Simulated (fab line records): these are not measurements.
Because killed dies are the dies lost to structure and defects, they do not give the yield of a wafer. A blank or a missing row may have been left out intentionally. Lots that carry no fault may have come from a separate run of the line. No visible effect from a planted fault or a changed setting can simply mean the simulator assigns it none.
fab line records    flow n5Finfet    part 2 of 2: steps 5 to 6 of 6
[record] lots = 22  wafers = 66  lastDay = 18
route steps=1938 shown FIN_SAQP@120 FIN_CUT@163 STI_FIN_REVEAL@187
lots that met no fault: from a run of the same line without faults
startH: the number of hours between the record's first day and the start of the first shown wafer of the lot    waitH: hours from the lot's prior step to this one    " the same as in the row above    L1.1+2: one row covering several wafers at once    - no value, or no start was given    * or withheld: withheld    < > ~ a bound
route shown NAME@n: NAME is a module with steps in the file, n the number in the route of the first one    usual: mean/standard deviation of fault-free wafers    same: alike in all rows    chamber/n: place in a boat    sites: readings site by site    _std_site: standard deviation of those values    _edge_site: outer sites' mean less inner sites'    radiusMm: for every site, how far away it sits from the centre of the wafer    mask NAME#n: copy n    behind: the tool/chamber that last shaped the wafer    hold: why the lot was held/for how many hours/how that ended    device: whichever transistor did not switch (one of n, p or np)    end of line: tests run on the same wafers once the route is complete    a step given without rows: its recipe and nothing more    killed: dies lost to structure and defects at the first sort, not the wafer's yield    map: dies across one wafer; x = killed, . = not, _ = none there
set.NAME: the setting that was run; set.NAME@STEP: the one run at that earlier step    model.NAME: the simulator's own value behind a step, which no gauge read
route steps across a sampled set of lots; one table per step, one row per wafer
services: a tool's chamber out of use, with start hour (startH, from the record's first day; less than 0 if before it), hours out, and reason
[[steps]]
[step N5_FIN_CUT_STRIP_24]
[recipe] chemistry = CF4  resist = SiARC  powerW = 300  biasPowerW = 75  pressureMtorr = 50  cf4FlowSccm = 150  rfFrequencyHz = 6e+07
[usual] drypumpMotorCurrentA = 5.8/0.48  oesProductAu = 0.73/0.044  powerW = 300.0/0.89  rfVppV = 271.0/1.4  showerheadPlenumPTorr = 1.78/0.054  throttleValvePct = 13.63/0.18
lot.wafer  tool        chamber  startH  waitH  drypumpMotorCurrentA  oesProductAu  powerW  rfHoursCounterH  rfVppV  showerheadPlenumPTorr  throttleValvePct
L074.1     rieDiel-02  2        28.97   0.0    5.2                   0.69          300.2   218              269.8   1.77                   13.49
L074.4     "           0        "       "      5.7                   0.78          299.2   97               271.4   1.81                   13.67
L074.5     "           3        "       "      6.3                   0.71          300.7   -                272.8   1.85                   13.48
L076.1     rieDiel-04  3        39.90   0.0    5.8                   0.75          299.7   171              270.0   1.79                   13.74
L076.2     "           0        "       "      5.6                   0.72          299.8   162              271.6   1.79                   13.82
L076.4     "           1        "       "      6.1                   0.79          302.0   117              272.7   1.88                   13.45
L077.1     rieDiel-03  2        45.95   0.0    6.1                   0.75          298.4   126              269.5   1.74                   13.50
L077.2     "           3        "       "      6.2                   0.83          299.6   66               269.4   1.75                   13.44
L077.5     "           1        "       "      4.7                   0.68          300.6   -                272.7   1.84                   13.70
L078.2     rieDiel-03  0        53.26   0.0    6.1                   0.78          299.3   139              269.9   1.72                   13.63
L078.4     "           1        "       "      4.7                   0.68          299.2   217              271.9   1.84                   13.71
L078.6     "           3        "       "      6.2                   0.83          300.4   -                270.3   1.75                   13.46
L079.3     rieDiel-02  0        57.34   0.0    5.7                   0.77          297.5   106              271.9   1.81                   13.67
L079.4     "           1        "       "      5.7                   0.78          299.6   102              269.3   1.67                   13.14
L079.6     "           3        "       "      6.3                   0.70          300.3   -                271.6   1.85                   13.52
L080.3     rieDiel-02  1        65.43   0.0    5.7                   0.78          300.5   104              268.6   1.67                   13.15
L080.5     "           2        "       "      5.2                   0.68          301.5   -                270.7   1.77                   13.53
L080.6     "           3        "       "      6.3                   0.70          300.2   -                272.6   1.85                   13.53
L081.2     rieDiel-03  2        71.17   0.0    6.2                   0.75          301.8   134              270.6   1.73                   13.53
L081.3     "           0        "       "      6.1                   0.77          299.8   145              269.7   1.72                   13.64
L081.4     "           3        "       "      6.2                   0.82          301.7   74               269.3   1.74                   13.46
L082.2     rieDiel-04  2        76.36   0.0    5.7                   0.69          300.2   218              270.5   1.79                   13.88
L082.4     "           1        "       "      6.1                   0.77          300.4   129              272.5   1.87                   13.45
L082.6     "           1        "       "      6.1                   0.77          299.6   -                271.9   1.87                   13.46
L083.1     rieDiel-03  2        81.92   0.0    6.2                   0.74          299.3   137              270.2   1.73                   13.54
L083.2     "           1        "       "      4.7                   0.68          299.4   224              271.4   1.84                   13.72
L083.3     "           3        "       "      6.2                   0.81          299.8   78               270.3   1.74                   13.48
L084.2     rieDiel-03  1        89.84   0.0    4.7                   0.67          301.2   227              272.4   1.84                   13.73
L084.4     "           2        "       "      6.2                   0.75          299.6   140              269.6   1.73                   13.53
L084.5     "           2        "       "      6.2                   0.75          300.2   -                270.6   1.73                   13.54
L085.1     rieDiel-03  0        94.89   0.0    6.1                   0.77          300.0   152              269.4   1.72                   13.66
L085.3     "           1        "       "      4.7                   0.67          299.5   228              271.4   1.84                   13.71
L085.5     "           2        "       "      6.2                   0.75          302.2   -                269.9   1.73                   13.55
L086.2     rieDiel-04  1        102.25  0.0    6.1                   0.77          299.3   135              272.3   1.87                   13.47
L086.3     "           0        "       "      5.6                   0.71          300.6   180              271.6   1.79                   13.88
L086.6     "           2        "       "      5.7                   0.69          299.6   -                269.7   1.78                   13.89
L087.1     rieDiel-03  0        105.83  0.0    6.1                   0.76          301.0   156              270.6   1.72                   13.68
L087.3     "           2        "       "      6.2                   0.74          301.7   145              267.5   1.73                   13.55
L087.6     "           0        "       "      6.1                   0.77          300.5   -                269.5   1.72                   13.67
L088.1     rieDiel-02  2        111.64  0.0    5.1                   0.67          300.2   241              272.2   1.76                   13.57
L088.4     "           3        "       "      6.2                   0.69          298.5   236              271.8   1.85                   13.55
L088.6     "           0        "       "      5.7                   0.76          301.5   -                269.9   1.80                   13.73
L089.1     rieDiel-02  2        117.91  0.0    5.2                   0.68          300.1   242              271.3   1.76                   13.57
L089.5     "           1        "       "      5.7                   0.76          300.9   -                267.8   1.67                   13.20
L089.6     "           2        "       "      5.2                   0.68          299.6   -                271.4   1.76                   13.56
L090.1     rieDiel-02  0        123.48  0.0    5.7                   0.76          301.4   125              272.2   1.80                   13.70
L090.3     "           2        "       "      5.2                   0.67          301.0   244              270.6   1.76                   13.57
L090.4     "           3        "       "      6.3                   0.69          300.0   239              273.3   1.84                   13.56
L091.2     rieDiel-04  2        129.14  0.0    5.7                   0.68          299.0   233              269.3   1.78                   13.90
L091.5     "           2        "       "      5.7                   0.68          299.4   -                270.9   1.78                   13.90
L091.6     "           1        "       "      6.1                   0.76          298.7   -                273.8   1.87                   13.50
L092.1     rieDiel-03  0        136.18  0.0    6.1                   0.76          299.6   165              270.4   1.71                   13.69
L092.2     "           3        "       "      6.2                   0.81          298.3   92               269.5   1.74                   13.49
L092.4     "           2        "       "      6.2                   0.74          302.3   152              269.8   1.73                   13.58
L093.1     rieDiel-02  3        142.87  0.0    6.3                   0.69          299.7   246              272.5   1.84                   13.59
L093.3     "           0        "       "      5.7                   0.75          299.7   132              271.3   1.80                   13.73
L093.4     "           0        "       "      5.7                   0.75          300.0   -                270.6   1.80                   13.73
L094.1     rieDiel-03  2        147.88  0.0    6.2                   0.73          298.9   156              269.6   1.73                   13.58
L094.5     "           2        "       "      6.2                   0.73          300.0   -                268.3   1.73                   13.58
L094.6     "           1        "       "      4.7                   0.66          300.1   -                271.5   1.83                   13.76
L095.3     rieDiel-04  2        154.17  0.0    5.7                   0.68          299.9   240              270.9   1.78                   13.93
L095.4     "           0        "       "      5.6                   0.70          298.8   193              271.5   1.78                   13.90
L095.6     "           1        "       "      6.1                   0.75          300.1   -                272.3   1.87                   13.49
L097.1     rieDiel-04  3        168.68  0.0    5.8                   0.72          300.2   209              269.5   1.78                   13.81
L097.3     "           1        "       "      6.1                   0.75          299.2   154              271.8   1.86                   13.52
L097.5     "           0        "       "      5.6                   0.70          300.4   -                270.9   1.78                   13.93
[step N5_STI_FIN_REVEAL_CMP_04]
[recipe] stopOn = Si3N4  tOverpolishS = 4  downForcePsi = 2  platenRpm = 54.18  postCmpClean = alkalineBrush  padVelocityMS = 1.078  targetThkNm = 131.83
[usual] headPressurePsi = 1.999/0.004  motorCurrentA = 7.7/0.86  overpolishRunS = 4.000/0.0085  timeToEndpointS = 105/5.2
lot.wafer  tool    chamber  startH  waitH  headPressurePsi  motorCurrentA  overpolishRunS  timeToEndpointS
L074.1     cmp-01  0        34.67   0.0    2.005            8.4            4.023           116
L074.4     "       3        "       "      1.994            7.2            4.010           114
L074.5     "       1        "       "      1.994            7.6            3.994           109
L076.4     cmp-02  3        46.18   0.1    2.002            8.0            4.000           107
L076.2     "       0        "       "      1.998            8.8            4.003           107
L076.1     "       1        "       "      1.995            7.2            4.003           108
L077.1     cmp-02  0        51.80   0.0    1.999            8.9            4.006           101
L077.2     "       3        "       "      2.008            7.7            4.003           102
L077.5     "       1        "       "      1.995            6.8            4.008           104
L078.2     cmp-01  1        58.93   0.1    2.000            7.9            4.003           96
L078.4     "       3        "       "      1.998            7.4            4.017           96
L078.6     "       1        "       "      1.998            7.7            4.014           92
L079.3     cmp-02  0        62.96   0.0    2.000            8.3            3.993           102
L079.4     "       3        "       "      2.004            7.6            4.002           103
L079.6     "       1        "       "      1.997            7.2            4.005           107
L080.3     cmp-04  1        71.08   0.1    1.995            6.5            4.001           101
L080.5     "       0        "       "      1.992            10.1           3.988           108
L080.6     "       1        "       "      1.990            6.7            3.997           103
L081.3     cmp-04  1        76.79   0.0    1.997            7.1            4.005           108
L081.4     "       3        "       "      1.998            6.8            4.001           107
L081.2     "       0        "       "      1.999            10.3           3.997           113
L082.2     cmp-02  2        82.75   0.0    1.995            7.4            4.004           107
L082.4     "       3        "       "      1.998            7.8            4.005           105
L082.6     "       2        "       "      1.996            7.4            3.988           107
L083.2     cmp-02  3        87.58   0.1    1.996            7.4            3.986           100
L083.3     "       0        "       "      2.002            8.8            4.001           102
L083.1     "       1        "       "      2.005            6.7            4.011           106
L084.4     cmp-01  1        97.43   0.1    1.998            7.7            4.002           95
L084.2     "       2        "       "      2.004            7.8            3.997           98
L084.5     "       0        "       "      2.000            7.8            3.993           99
L085.1     cmp-01  3        102.84  0.1    1.999            7.4            3.997           103
L085.3     "       0        "       "      1.995            7.7            3.986           101
L085.5     "       2        "       "      2.002            7.2            3.988           101
L086.3     cmp-04  2        107.89  0.0    2.000            8.3            4.001           112
L086.2     "       0        "       "      2.004            9.8            4.002           111
L086.6     "       3        "       "      1.997            7.0            4.012           110
L087.1     cmp-04  0        111.47  0.0    1.995            9.6            3.990           113
L087.3     "       3        "       "      2.000            6.8            4.016           111
L087.6     "       0        "       "      2.002            9.7            4.011           116
L088.1     cmp-01  0        117.35  0.1    2.004            7.4            4.002           107
L088.4     "       1        "       "      1.996            7.5            3.989           103
L088.6     "       3        "       "      2.001            7.4            3.990           107
L089.1     cmp-02  2        123.57  0.1    1.995            7.1            4.019           109
L089.6     "       1        "       "      2.005            6.9            4.002           109
L089.5     "       2        "       "      2.000            7.5            4.007           104
L090.4     cmp-02  1        129.24  0.0    1.998            6.8            4.001           107
L090.3     "       3        "       "      2.008            7.3            4.013           105
L090.1     "       0        "       "      1.995            8.4            4.003           109
L091.2     cmp-02  1        135.31  0.3    2.000            6.6            3.996           110
L091.6     "       2        "       "      1.993            7.7            3.992           107
L091.5     "       3        "       "      1.997            7.5            3.991           109
L092.1     cmp-01  2        141.81  0.0    1.994            8.0            3.986           102
L092.4     "       3        "       "      1.993            7.1            4.003           100
L092.2     "       0        "       "      1.994            8.2            3.993           99
L093.3     cmp-04  1        149.53  0.0    2.002            7.3            4.008           103
L093.4     "       2        "       "      1.999            8.4            4.008           104
L093.1     "       3        "       "      2.002            7.2            3.997           100
L094.1     cmp-04  0        153.64  0.2    2.012            10.2           3.993           98
L094.6     "       3        "       "      1.998            7.1            4.009           98
L094.5     "       0        "       "      1.996            9.7            3.994           95
L095.3     cmp-01  1        160.34  0.0    2.000            7.1            3.993           102
L095.4     "       3        "       "      1.998            7.1            3.999           106
L095.6     "       1        "       "      1.999            7.2            4.003           102
L097.1     cmp-04  2        174.34  0.1    2.004            8.1            4.005           106
L097.3     "       3        "       "      2.008            7.3            3.997           104
L097.5     "       1        "       "      1.999            6.7            3.996           106
[[services]]
tool        chamber  startH  hours  kind
rieSi-01    -        0.60    0.1    repair
cmp-02      -        2.97    4.1    repair
cmp-02      -        9.54    2.4    repair
rieDiel-05  0        14.11   2.5    repair
rieSi-01    3        16.97   6.0    repair
rieDiel-03  -        22.85   0.8    repair
cmp-02      -        23.84   5.1    pm
rieDiel-01  3        24.28   5.8    repair
rieDiel-01  2        35.08   11.1   repair
cmp-01      -        38.07   9.1    pm
rieDiel-01  1        43.00   9.0    repair
rieDiel-01  -        44.60   4.5    repair
rieSi-06    -        48.33   2.8    pm
cmp-01      -        50.26   4.0    pm
rieDiel-03  1        63.21   7.4    repair
cmp-02      -        65.92   2.2    repair
cmp-01      -        68.57   1.2    repair
rieSi-05    0        71.47   7.9    repair
rieDiel-05  3        77.97   4.6    repair
rieSi-01    -        112.86  0.3    repair
rieSi-06    2        125.49  1.3    repair
rieSi-05    3        127.44  17.1   repair
rieSi-05    0        127.68  1.2    repair
cmp-02      -        163.29  4.1    repair
